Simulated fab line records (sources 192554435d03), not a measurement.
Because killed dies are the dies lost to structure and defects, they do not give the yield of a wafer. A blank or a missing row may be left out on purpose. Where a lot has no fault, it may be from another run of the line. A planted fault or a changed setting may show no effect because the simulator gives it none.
Which tool is to blame? :: flow n5-finfet :: Sampling: 9 lots, 25 wafers, 8 of 1938 route steps

== WHAT THE GAUGES SHOWED, per wafer ==
N5_DUMMY_GATE_INSPECT_27: inspects for defects (brightfield). Usual: raw-defect-count reads 327 (standard deviation 95).
lot: L624
measured: day 4 05:17
on: defect-inspect-01
raw-defect-count: 365 283 362
flag: 

lot: L625
measured: day 4 10:52
on: defect-inspect-02
raw-defect-count: 280 380 356
flag: 

lot: L626
measured: day 4 16:52
on: defect-inspect-01
raw-defect-count: 292 409 287
flag: 

lot: L628
measured: day 5 08:20
on: defect-inspect-01
raw-defect-count: 308 323 445
flag: 

lot: L629
measured: day 5 12:56
on: defect-inspect-02
raw-defect-count: 183 264 395
flag: 

lot: L639
measured: day 8 01:15
on: defect-inspect-01
raw-defect-count: 705
flag: OFF

lot: L640
measured: day 8 11:05
on: defect-inspect-01
raw-defect-count: 650 431 443
flag: 

lot: L642
measured: day 8 19:22
on: defect-inspect-02
raw-defect-count: 193 175 201
flag: 

lot: L641
measured: day 8 20:16
on: defect-inspect-02
raw-defect-count: 250 306 332
flag: 

N5_SPACER0_INSPECT_04: inspects for defects (darkfield). Usual: raw-defect-count reads 149 (standard deviation 36).
lot: L624
measured: day 4 05:53
on: defect-inspect-02
raw-defect-count: 169 129 137
flag: 

lot: L625
measured: day 4 11:35
on: defect-inspect-01
raw-defect-count: 143 155 203
flag: 

lot: L626
measured: day 4 19:46
on: defect-inspect-01
raw-defect-count: 144 176 143
flag: 

lot: L628
measured: day 5 08:56
on: defect-inspect-02
raw-defect-count: 171 141 173
flag: 

lot: L629
measured: day 5 13:32
on: defect-inspect-02
raw-defect-count: 87 105 150
flag: 

lot: L639
measured: day 8 01:52
on: defect-inspect-02
raw-defect-count: 544
flag: OFF

lot: L640
measured: day 8 11:47
on: defect-inspect-01
raw-defect-count: 244 202 197
flag: 

lot: L642
measured: day 8 19:58
on: defect-inspect-02
raw-defect-count: 95 101 80
flag: 

lot: L641
measured: day 8 20:52
on: defect-inspect-02
raw-defect-count: 121 118 140
flag: 

N5_SD_EPI_N_INSPECT_11: inspects for defects (macro). Usual: raw-defect-count reads 2.1 (standard deviation 1.5).
lot: L624
measured: day 4 06:20
on: defect-inspect-01
raw-defect-count: 2 3 2
flag: 

lot: L625
measured: day 4 12:02
on: defect-inspect-02
raw-defect-count: 3 1 1
flag: 

lot: L626
measured: day 4 20:13
on: defect-inspect-02
raw-defect-count: 3 2 1
flag: 

lot: L628
measured: day 5 09:23
on: defect-inspect-02
raw-defect-count: 3 2 2
flag: 

lot: L629
measured: day 5 13:59
on: defect-inspect-01
raw-defect-count: 5 0 0
flag: 

lot: L639
measured: day 8 02:19
on: defect-inspect-01
raw-defect-count: >300
flag: OFF

lot: L640
measured: day 8 12:06
on: defect-inspect-01
raw-defect-count: 1 2 2
flag: 

lot: L642
measured: day 8 20:18
on: defect-inspect-01
raw-defect-count: 1 0 2
flag: 

lot: L641
measured: day 8 21:19
on: defect-inspect-02
raw-defect-count: 4 3 3
flag: 

N5_SD_EPI_N_INSPECT_26: inspects for defects (darkfield). Usual: raw-defect-count reads 231 (standard deviation 46).
lot: L624
measured: day 4 10:37
on: defect-inspect-02
raw-defect-count: 222 169 172
flag: 

lot: L625
measured: day 4 16:19
on: defect-inspect-02
raw-defect-count: 198 196 230
flag: 

lot: L626
measured: day 5 00:28
on: defect-inspect-02
raw-defect-count: 204 225 185
flag: 

lot: L628
measured: day 5 15:32
on: defect-inspect-01
raw-defect-count: 280 231 297
flag: 

lot: L629
measured: day 5 18:19
on: defect-inspect-02
raw-defect-count: 141 231 230
flag: 

lot: L639
measured: day 8 06:28
on: defect-inspect-02
raw-defect-count: 620
flag: OFF

lot: L640
measured: day 8 16:30
on: defect-inspect-02
raw-defect-count: 321 232 263
flag: 

lot: L642
measured: day 9 00:23
on: defect-inspect-02
raw-defect-count: 189 199 188
flag: 

lot: L641
measured: day 9 01:19
on: defect-inspect-02
raw-defect-count: 185 197 222
flag: 

== WHICH TOOL RAN EACH LOT (tool, then ch and the chambers of the sampled wafers, then the start) ==
lot: L624
N5_DUMMY_GATE_ETCH_37: rie-diel-01 ch 0,1,3, day 4 04:13
N5_DUMMY_GATE_TRIM_49: rie-si-03 ch 0,1,2, day 4 04:19
N5_DUMMY_GATE_STRIP_40: rie-diel-01 ch 0,2, day 4 04:25
N5_DUMMY_GATE_ETCH_32: rie-si-04 ch 1,2,3, day 4 04:46

lot: L625
N5_DUMMY_GATE_ETCH_37: rie-diel-01 ch 2,3, day 4 09:36
N5_DUMMY_GATE_TRIM_49: rie-si-05 ch 0,1,3, day 4 09:41
N5_DUMMY_GATE_STRIP_40: rie-diel-06 ch 0,1,3, day 4 10:02
N5_DUMMY_GATE_ETCH_32: rie-si-03 ch 0,1,2, day 4 10:23

lot: L626
N5_DUMMY_GATE_ETCH_37: rie-diel-01 ch 2,3, day 4 15:45
N5_DUMMY_GATE_TRIM_49: rie-si-04 ch 0,1,2, day 4 15:50
N5_DUMMY_GATE_STRIP_40: rie-diel-02 ch 1,2,3, day 4 15:58
N5_DUMMY_GATE_ETCH_32: rie-si-04 ch 0,1,2, day 4 16:23

lot: L628
N5_DUMMY_GATE_ETCH_37: rie-diel-06 ch 1,2, day 5 07:19
N5_DUMMY_GATE_TRIM_49: rie-si-05 ch 1,2,3, day 5 07:24
N5_DUMMY_GATE_STRIP_40: rie-diel-06 ch 0,1,3, day 5 07:30
N5_DUMMY_GATE_ETCH_32: rie-si-03 ch 0,2,3, day 5 07:51

lot: L629
N5_DUMMY_GATE_ETCH_37: rie-diel-01 ch 0,1,2, day 5 11:56
N5_DUMMY_GATE_TRIM_49: rie-si-05 ch 1,2,3, day 5 12:00
N5_DUMMY_GATE_STRIP_40: rie-diel-02 ch 0,1,3, day 5 12:07
N5_DUMMY_GATE_ETCH_32: rie-si-03 ch 0,2,3, day 5 12:26

lot: L639
N5_DUMMY_GATE_ETCH_37: rie-diel-02 ch 0, day 8 00:14
N5_DUMMY_GATE_TRIM_49: rie-si-05 ch 0, day 8 00:19
N5_DUMMY_GATE_STRIP_40: rie-diel-02 ch 0, day 8 00:25
N5_DUMMY_GATE_ETCH_32: rie-si-04 ch 1, day 8 00:46

lot: L640
N5_DUMMY_GATE_ETCH_37: rie-diel-06 ch 0,2,3, day 8 09:47
N5_DUMMY_GATE_TRIM_49: rie-si-04 ch 1,3, day 8 09:52
N5_DUMMY_GATE_STRIP_40: rie-diel-06 ch 0,2,3, day 8 10:05
N5_DUMMY_GATE_ETCH_32: rie-si-03 ch 1,2, day 8 10:26

lot: L642
N5_DUMMY_GATE_ETCH_37: rie-diel-01 ch 1,2, day 8 18:16
N5_DUMMY_GATE_TRIM_49: rie-si-03 ch 0,2,3, day 8 18:22
N5_DUMMY_GATE_STRIP_40: rie-diel-06 ch 0,3, day 8 18:27
N5_DUMMY_GATE_ETCH_32: rie-si-05 ch 1,2, day 8 18:48

lot: L641
N5_DUMMY_GATE_ETCH_37: rie-diel-02 ch 0,1, day 8 19:15
N5_DUMMY_GATE_TRIM_49: rie-si-03 ch 0,1,2, day 8 19:20
N5_DUMMY_GATE_STRIP_40: rie-diel-02 ch 0,2,3, day 8 19:26
N5_DUMMY_GATE_ETCH_32: rie-si-04 ch 0,3, day 8 19:46
- N5_DUMMY_GATE_ETCH_37: etches SOC in N2/H2, target depth 60 nm, overetch 30 nm.
- N5_DUMMY_GATE_TRIM_49: chemistry O2, time 29 s, target cd 14 nm.
- N5_DUMMY_GATE_STRIP_40: strips in CF4.
- N5_DUMMY_GATE_ETCH_32: etches SiO2 in CF4, target depth 3.5 nm, time 3.9 s.

== WHAT THE TOOLS THEMSELVES READ (means of the sampled wafers that have a number; where no wafer has one, the mark that the record gives instead) ==
N5_DUMMY_GATE_ETCH_37. Usual: drypump-motor-current-A 5.6 A, standard deviation 0.54; oes-product-au 0.64 a.u., standard deviation 0.06; rf-vpp-V 523.5 V, standard deviation 2.5; showerhead-plenum-p-Torr 2.53 Torr, standard deviation 0.084; temp-c 40.00 C, standard deviation 0.11; throttle-valve-pct 17.69 %, standard deviation 0.2.
lot: L624
tool: rie-diel-01
drypump-motor-current-A (A): 5.4
oes-product-au (a.u.): 0.63
rf-vpp-V (V): 522.7
showerhead-plenum-p-Torr (Torr): 2.53
temp-c (C): 40.15
throttle-valve-pct (%): 17.70
flag: 

lot: L625
tool: rie-diel-01
drypump-motor-current-A (A): 4.8
oes-product-au (a.u.): 0.67
rf-vpp-V (V): 522.8
showerhead-plenum-p-Torr (Torr): 2.49
temp-c (C): 39.89
throttle-valve-pct (%): 17.58
flag: 

lot: L626
tool: rie-diel-01
drypump-motor-current-A (A): 4.9
oes-product-au (a.u.): 0.67
rf-vpp-V (V): 521.5
showerhead-plenum-p-Torr (Torr): 2.49
temp-c (C): 40.02
throttle-valve-pct (%): 17.58
flag: 

lot: L628
tool: rie-diel-06
drypump-motor-current-A (A): 6.0
oes-product-au (a.u.): 0.62
rf-vpp-V (V): 525.3
showerhead-plenum-p-Torr (Torr): 2.59
temp-c (C): 39.88
throttle-valve-pct (%): 17.67
flag: 

lot: L629
tool: rie-diel-01
drypump-motor-current-A (A): 5.5
oes-product-au (a.u.): 0.63
rf-vpp-V (V): 523.7
showerhead-plenum-p-Torr (Torr): 2.53
temp-c (C): 40.00
throttle-valve-pct (%): 17.71
flag: 

lot: L639
tool: rie-diel-02
drypump-motor-current-A (A): 5.9
oes-product-au (a.u.): 0.57
rf-vpp-V (V): 523.7
showerhead-plenum-p-Torr (Torr): 2.51
temp-c (C): 39.85
throttle-valve-pct (%): 17.88
flag: 

lot: L640
tool: rie-diel-06
drypump-motor-current-A (A): 5.8
oes-product-au (a.u.): 0.66
rf-vpp-V (V): 522.4
showerhead-plenum-p-Torr (Torr): 2.49
temp-c (C): 40.01
throttle-valve-pct (%): 17.54
flag: 

lot: L642
tool: rie-diel-01
drypump-motor-current-A (A): 5.2
oes-product-au (a.u.): 0.63
rf-vpp-V (V): 521.1
showerhead-plenum-p-Torr (Torr): 2.47
temp-c (C): 40.03
throttle-valve-pct (%): 17.60
flag: 

lot: L641
tool: rie-diel-02
drypump-motor-current-A (A): 6.0
oes-product-au (a.u.): 0.63
rf-vpp-V (V): 522.5
showerhead-plenum-p-Torr (Torr): 2.50
temp-c (C): 40.04
throttle-valve-pct (%): 17.77
flag: 

N5_DUMMY_GATE_TRIM_49. Usual: drypump-motor-current-A 5.7 A, standard deviation 0.48; oes-product-au 0.996 a.u., standard deviation 0.013; temp-c 20.00 C, standard deviation 0.1; throttle-valve-pct 8.24 %, standard deviation 0.16.
lot: L624
tool: rie-si-03
drypump-motor-current-A (A): 5.4
oes-product-au (a.u.): 0.991
temp-c (C): 20.04
throttle-valve-pct (%): 8.24
flag: 

lot: L625
tool: rie-si-05
drypump-motor-current-A (A): 6.1
oes-product-au (a.u.): 1.003
temp-c (C): 19.90
throttle-valve-pct (%): 8.38
flag: 

lot: L626
tool: rie-si-04
drypump-motor-current-A (A): 5.4
oes-product-au (a.u.): 0.990
temp-c (C): 20.09
throttle-valve-pct (%): 8.23
flag: 

lot: L628
tool: rie-si-05
drypump-motor-current-A (A): 6.2
oes-product-au (a.u.): 1.003
temp-c (C): 20.11
throttle-valve-pct (%): 8.38
flag: 

lot: L629
tool: rie-si-05
drypump-motor-current-A (A): 6.1
oes-product-au (a.u.): 0.994
temp-c (C): 20.06
throttle-valve-pct (%): 8.39
flag: 

lot: L639
tool: rie-si-05
drypump-motor-current-A (A): 6.0
oes-product-au (a.u.): 1.003
temp-c (C): 20.03
throttle-valve-pct (%): 8.33
flag: 

lot: L640
tool: rie-si-04
drypump-motor-current-A (A): 5.7
oes-product-au (a.u.): 0.978
temp-c (C): 19.96
throttle-valve-pct (%): 8.00
flag: 

lot: L642
tool: rie-si-03
drypump-motor-current-A (A): 5.5
oes-product-au (a.u.): 1.010
temp-c (C): 19.95
throttle-valve-pct (%): 8.22
flag: 

lot: L641
tool: rie-si-03
drypump-motor-current-A (A): 5.3
oes-product-au (a.u.): 0.991
temp-c (C): 19.98
throttle-valve-pct (%): 8.24
flag: 

N5_DUMMY_GATE_STRIP_40. Usual: drypump-motor-current-A 5.8 A, standard deviation 0.41; oes-product-au 0.78 a.u., standard deviation 0.095; rf-vpp-V 270.9 V, standard deviation 1.4; showerhead-plenum-p-Torr 1.79 Torr, standard deviation 0.049; throttle-valve-pct 13.52 %, standard deviation 0.22.
lot: L624
tool: rie-diel-01
drypump-motor-current-A (A): 5.2
oes-product-au (a.u.): 0.82
rf-vpp-V (V): 270.3
showerhead-plenum-p-Torr (Torr): 1.80
throttle-valve-pct (%): 13.38
flag: 

lot: L625
tool: rie-diel-06
drypump-motor-current-A (A): 6.1
oes-product-au (a.u.): 0.83
rf-vpp-V (V): 271.9
showerhead-plenum-p-Torr (Torr): 1.80
throttle-valve-pct (%): 13.44
flag: 

lot: L626
tool: rie-diel-02
drypump-motor-current-A (A): 5.9
oes-product-au (a.u.): 0.70
rf-vpp-V (V): 270.5
showerhead-plenum-p-Torr (Torr): 1.79
throttle-valve-pct (%): 13.81
flag: 

lot: L628
tool: rie-diel-06
drypump-motor-current-A (A): 6.1
oes-product-au (a.u.): 0.82
rf-vpp-V (V): 271.6
showerhead-plenum-p-Torr (Torr): 1.80
throttle-valve-pct (%): 13.46
flag: 

lot: L629
tool: rie-diel-02
drypump-motor-current-A (A): 5.8
oes-product-au (a.u.): 0.70
rf-vpp-V (V): 270.7
showerhead-plenum-p-Torr (Torr): 1.80
throttle-valve-pct (%): 13.71
flag: 

lot: L639
tool: rie-diel-02
drypump-motor-current-A (A): 5.9
oes-product-au (a.u.): 0.70
rf-vpp-V (V): 271.4
showerhead-plenum-p-Torr (Torr): 1.77
throttle-valve-pct (%): 13.68
flag: 

lot: L640
tool: rie-diel-06
drypump-motor-current-A (A): 5.8
oes-product-au (a.u.): 0.83
rf-vpp-V (V): 270.2
showerhead-plenum-p-Torr (Torr): 1.76
throttle-valve-pct (%): 13.30
flag: 

lot: L642
tool: rie-diel-06
drypump-motor-current-A (A): 5.8
oes-product-au (a.u.): 0.90
rf-vpp-V (V): 269.8
showerhead-plenum-p-Torr (Torr): 1.76
throttle-valve-pct (%): 13.23
flag: 

lot: L641
tool: rie-diel-02
drypump-motor-current-A (A): 5.8
oes-product-au (a.u.): 0.77
rf-vpp-V (V): 271.2
showerhead-plenum-p-Torr (Torr): 1.79
throttle-valve-pct (%): 13.61
flag: 

N5_DUMMY_GATE_ETCH_32. Usual: drypump-motor-current-A 5.7 A, standard deviation 0.5; oes-product-au 0.992 a.u., standard deviation 0.013; throttle-valve-pct 21.84 %, standard deviation 0.23.
lot: L624
tool: rie-si-04
drypump-motor-current-A (A): 5.6
oes-product-au (a.u.): 0.985
throttle-valve-pct (%): 21.71
flag: 

lot: L625
tool: rie-si-03
drypump-motor-current-A (A): 5.4
oes-product-au (a.u.): 0.992
throttle-valve-pct (%): 21.91
flag: 

lot: L626
tool: rie-si-04
drypump-motor-current-A (A): 5.4
oes-product-au (a.u.): 0.978
throttle-valve-pct (%): 21.83
flag: 

lot: L628
tool: rie-si-03
drypump-motor-current-A (A): 5.5
oes-product-au (a.u.): 0.997
throttle-valve-pct (%): 21.85
flag: 

lot: L629
tool: rie-si-03
drypump-motor-current-A (A): 5.5
oes-product-au (a.u.): 1.004
throttle-valve-pct (%): 21.85
flag: 

lot: L639
tool: rie-si-04
drypump-motor-current-A (A): 4.8
oes-product-au (a.u.): 0.977
throttle-valve-pct (%): 21.93
flag: 

lot: L640
tool: rie-si-03
drypump-motor-current-A (A): 5.5
oes-product-au (a.u.): 0.998
throttle-valve-pct (%): 21.92
flag: 

lot: L642
tool: rie-si-05
drypump-motor-current-A (A): 6.2
oes-product-au (a.u.): 0.991
throttle-valve-pct (%): 22.04
flag: 

lot: L641
tool: rie-si-04
drypump-motor-current-A (A): 5.9
oes-product-au (a.u.): 0.976
throttle-valve-pct (%): 21.45
flag: 

== THE ANSWER, worked out from the rows above alone ==
Rule: a lot counts as off when the mean over its wafers that have a number is more than 3 standard deviations away from the usual mean. A lot without any number at a reading at which 4 lots or more have one is off too. Any other lot the step has rows for is counted as sound. After the gauges, taken in route order, come the tools' own readings; for these a lot's mean is taken, as printed above. The first step at which some lot is off is used, and at that step the reading that is off furthest; a lot without a number counts as furthest.
Off, at N5_DUMMY_GATE_INSPECT_27 on raw-defect-count: L639.
If a tool, at a process step before that reading, ran all the lots that are off and no sound lot after the first of them, it fits. Not tried: the gauges at N5_DUMMY_GATE_INSPECT_27; whatever is off there is also off at N5_SPACER0_INSPECT_04, on other tools, and gauge error can't account for it. One fits: N5_DUMMY_GATE_TRIM_49 on rie-si-05. A fault onset in the window from L629 (day 5 12:00, its last sound lot) to L639 (day 8 00:19, its first lot off) fits.

== WHAT THE SIMULATOR HAD PUT IN ==
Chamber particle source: rie-si-05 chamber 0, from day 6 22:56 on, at N5_DUMMY_GATE_TRIM_49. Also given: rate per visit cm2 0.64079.
Struck lots among those shown: L639. The rule given above showed the same thing.
